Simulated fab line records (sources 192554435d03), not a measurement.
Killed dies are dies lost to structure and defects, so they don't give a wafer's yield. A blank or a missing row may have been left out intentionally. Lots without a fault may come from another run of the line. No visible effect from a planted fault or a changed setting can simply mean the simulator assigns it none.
Matching of chambers    flow n5-finfet    N5_FIN_SAQP_ETCH_65 on rie-si-03 has 4 sister chambers
The step etches SiO2 in CF4, target depth 4 nm, time 4.4 s. 4 wafers are shown with their chamber, then 9 later ones without.

== EACH WAFER AND ITS CHAMBER ==
wafer   chamber  throttle-valve-pct (%)
L085.1  3        21.66
L093.1  0        21.73
L093.2  1        21.39
L093.3  2        21.80

== WAFERS WITHOUT THEIR CHAMBER ==
wafer   throttle-valve-pct (%)
L094.2  21.73
L094.3  21.82
L094.5  21.40
L095.1  21.41
L095.3  21.66
L095.6  21.75
L097.1  21.73
L097.3  21.68
L097.6  21.72

== CHAMBER TAKEN BY EACH ==
wafer   from the rows above  in truth
L094.2  0                    0
L094.3  2                    2
L094.5  1                    1
L095.1  1                    1
L095.3  3                    3
L095.6  0                    0
L097.1  0                    0
L097.3  3                    3
L097.6  0                    0
Correct placement for 9 of the 9. From these rows, 0 cannot be placed. Number placed wrongly: 0.
How it was worked out, from the rows above alone: a wafer's distance from a chamber is the root of the sum, over the readings, of the square of ((its reading less the chamber's mean) divided by the reading's scatter). If the next closest chamber is less than 2 further off than the closest, the wafer can't be placed; otherwise it belongs to the closest. The mean given for a chamber averages the wafers shown for that chamber. The scatter (one wafer shown for each chamber): square how far every hidden wafer sits from the nearest shown wafer, average those squares and take the square root.
